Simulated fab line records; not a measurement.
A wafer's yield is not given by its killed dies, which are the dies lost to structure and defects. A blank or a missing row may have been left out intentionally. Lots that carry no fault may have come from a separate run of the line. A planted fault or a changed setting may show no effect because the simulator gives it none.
What tool caused it? / flow nand_harc / 12 lots with 36 wafers sampled at 5 steps, on a route of 1159 steps

== WHAT THE GAUGES SHOWED, per wafer ==
NHARC_P_M2_INSPECT_11.
lot=L075; measured=day 6 15:38; on=defect_inspect-02; raw_defect_count=3 4 3
lot=L077; measured=day 7 01:19; on=defect_inspect-02; raw_defect_count=4 4 2
lot=L079; measured=day 7 08:55; on=defect_inspect-01; raw_defect_count=8 8 6
lot=L081; measured=day 8 02:13; on=defect_inspect-01; raw_defect_count=1 5 3
lot=L082; measured=day 8 12:28; on=defect_inspect-02; raw_defect_count=7 6 6
lot=L086; measured=day 9 08:32; on=defect_inspect-02; raw_defect_count=2 7 2
lot=L085; measured=day 9 11:33; on=defect_inspect-01; raw_defect_count=0 2 3
lot=L090; measured=day 10 09:17; on=defect_inspect-01; raw_defect_count=2 3 4
lot=L091; measured=day 10 11:22; on=defect_inspect-01; raw_defect_count=8 3 2
lot=L093; measured=day 10 20:58; on=defect_inspect-01; raw_defect_count=6 1 7
lot=L095; measured=day 11 07:07; on=defect_inspect-02; raw_defect_count=4 4 4
lot=L097; measured=day 11 19:03; on=defect_inspect-01; raw_defect_count=8 7 5

== WHICH TOOL RAN EACH LOT (tool, then ch and the chambers of the sampled wafers, then the start) ==
lot=L075; NHARC_P_GATE_STRIP_95=plasma_asher-01 ch 0, day 5 17:29; NHARC_P_GATE_RTA_80=rtp_anneal-02 ch 0, day 5 18:52; NHARC_P_CONTACT_DEP_00=pecvd-02 ch 0,2, day 6 15:38 or earlier; NHARC_P_CONTACT_CVD_23=cvd_w-01 ch 0,1, day 6 15:38 or earlier
lot=L077; NHARC_P_GATE_STRIP_95=plasma_asher-02 ch 0,1, day 6 04:41; NHARC_P_GATE_RTA_80=rtp_anneal-02 ch 0, day 6 05:52; NHARC_P_CONTACT_DEP_00=pecvd-01 ch 0,1, day 7 01:19 or earlier; NHARC_P_CONTACT_CVD_23=cvd_w-01 ch 0,1, day 7 01:19 or earlier
lot=L079; NHARC_P_GATE_STRIP_95=plasma_asher-02 ch 0,1, day 6 12:22; NHARC_P_GATE_RTA_80=rtp_anneal-01 ch 0, day 6 13:50; NHARC_P_CONTACT_DEP_00=pecvd-01 ch 1,2, day 7 08:55 or earlier; NHARC_P_CONTACT_CVD_23=cvd_w-02 ch 0,1, day 7 08:55 or earlier
lot=L081; NHARC_P_GATE_STRIP_95=plasma_asher-02 ch 0,1, day 7 04:26; NHARC_P_GATE_RTA_80=rtp_anneal-01 ch 0, day 7 05:37; NHARC_P_CONTACT_DEP_00=pecvd-02 ch 0,1, day 8 02:13 or earlier; NHARC_P_CONTACT_CVD_23=cvd_w-01 ch 0,1, day 8 02:13 or earlier
lot=L082; NHARC_P_GATE_STRIP_95=plasma_asher-02 ch 0,1, day 7 15:32; NHARC_P_GATE_RTA_80=rtp_anneal-01 ch 0, day 7 16:44; NHARC_P_CONTACT_DEP_00=pecvd-04 ch 1,2, day 8 12:28 or earlier; NHARC_P_CONTACT_CVD_23=cvd_w-02 ch 0,1, day 8 12:28 or earlier
lot=L086; NHARC_P_GATE_STRIP_95=plasma_asher-01 ch 0,1, day 8 15:43; NHARC_P_GATE_RTA_80=rtp_anneal-01 ch 0, day 8 16:52; NHARC_P_CONTACT_DEP_00=pecvd-04 ch 0,1,2, day 9 08:32 or earlier; NHARC_P_CONTACT_CVD_23=cvd_w-02 ch 0,1, day 9 08:32 or earlier
lot=L085; NHARC_P_GATE_STRIP_95=plasma_asher-01 ch 0,1, day 8 19:04; NHARC_P_GATE_RTA_80=rtp_anneal-01 ch 0, day 8 20:28; NHARC_P_CONTACT_DEP_00=pecvd-04 ch 0,2, day 9 11:33 or earlier; NHARC_P_CONTACT_CVD_23=cvd_w-01 ch 0,1, day 9 11:33 or earlier
lot=L090; NHARC_P_GATE_STRIP_95=plasma_asher-02 ch 0,1, day 9 14:17; NHARC_P_GATE_RTA_80=rtp_anneal-01 ch 0, day 9 15:36; NHARC_P_CONTACT_DEP_00=pecvd-02 ch 1,2, day 10 09:17 or earlier; NHARC_P_CONTACT_CVD_23=cvd_w-01 ch 0,1, day 10 09:17 or earlier
lot=L091; NHARC_P_GATE_STRIP_95=plasma_asher-02 ch 0,1, day 9 19:14; NHARC_P_GATE_RTA_80=rtp_anneal-01 ch 0, day 9 20:34; NHARC_P_CONTACT_DEP_00=pecvd-04 ch 0,2, day 10 11:22 or earlier; NHARC_P_CONTACT_CVD_23=cvd_w-02 ch 0,1, day 10 11:22 or earlier
lot=L093; NHARC_P_GATE_STRIP_95=plasma_asher-02 ch 0,1, day 10 01:28; NHARC_P_GATE_RTA_80=rtp_anneal-02 ch 0, day 10 03:17; NHARC_P_CONTACT_DEP_00=pecvd-02 ch 0,1, day 10 20:58 or earlier; NHARC_P_CONTACT_CVD_23=cvd_w-01 ch 0, day 10 20:58 or earlier
lot=L095; NHARC_P_GATE_STRIP_95=plasma_asher-01 ch 0,1, day 10 15:21; NHARC_P_GATE_RTA_80=rtp_anneal-01 ch 0, day 10 16:31; NHARC_P_CONTACT_DEP_00=pecvd-01 ch 0,1,2, day 11 07:07 or earlier; NHARC_P_CONTACT_CVD_23=cvd_w-02 ch 0,1, day 11 07:07 or earlier
lot=L097; NHARC_P_GATE_STRIP_95=plasma_asher-02 ch 1, day 10 23:56; NHARC_P_GATE_RTA_80=rtp_anneal-02 ch 0, day 11 01:08; NHARC_P_CONTACT_DEP_00=pecvd-02 ch 1,2, day 11 19:03 or earlier; NHARC_P_CONTACT_CVD_23=cvd_w-02 ch 0,1, day 11 19:03 or earlier
- NHARC_P_GATE_STRIP_95: strips in O2.
- NHARC_P_GATE_RTA_80: time 30 s.
- NHARC_P_CONTACT_DEP_00: deposits SiO2, target thk 500 nm.
- NHARC_P_CONTACT_CVD_23: deposits W, target thk 200 nm, time 557 s.

== THE ANSWER, worked out from the rows above alone ==
Rule: the lots themselves supply what counts as usual. Put in order of their means at a reading, lots are off if they are a third of the lots or fewer, leave a main group of 4 or more, and stand apart from it by a gap of 3 or more times the standard deviation of the main group's means; of several such gaps the widest counts. A main group whose means are all the same, to the digits that the tables above print for the reading, isn't used. A lot without any number at a reading at which 4 lots or more have one is off too. The other lots that the step has rows for count as sound.
Across all readings shown, no lot is off: no conclusion can be drawn from this.

== WHAT HAD BEEN PUT IN BY THE SIMULATOR ==
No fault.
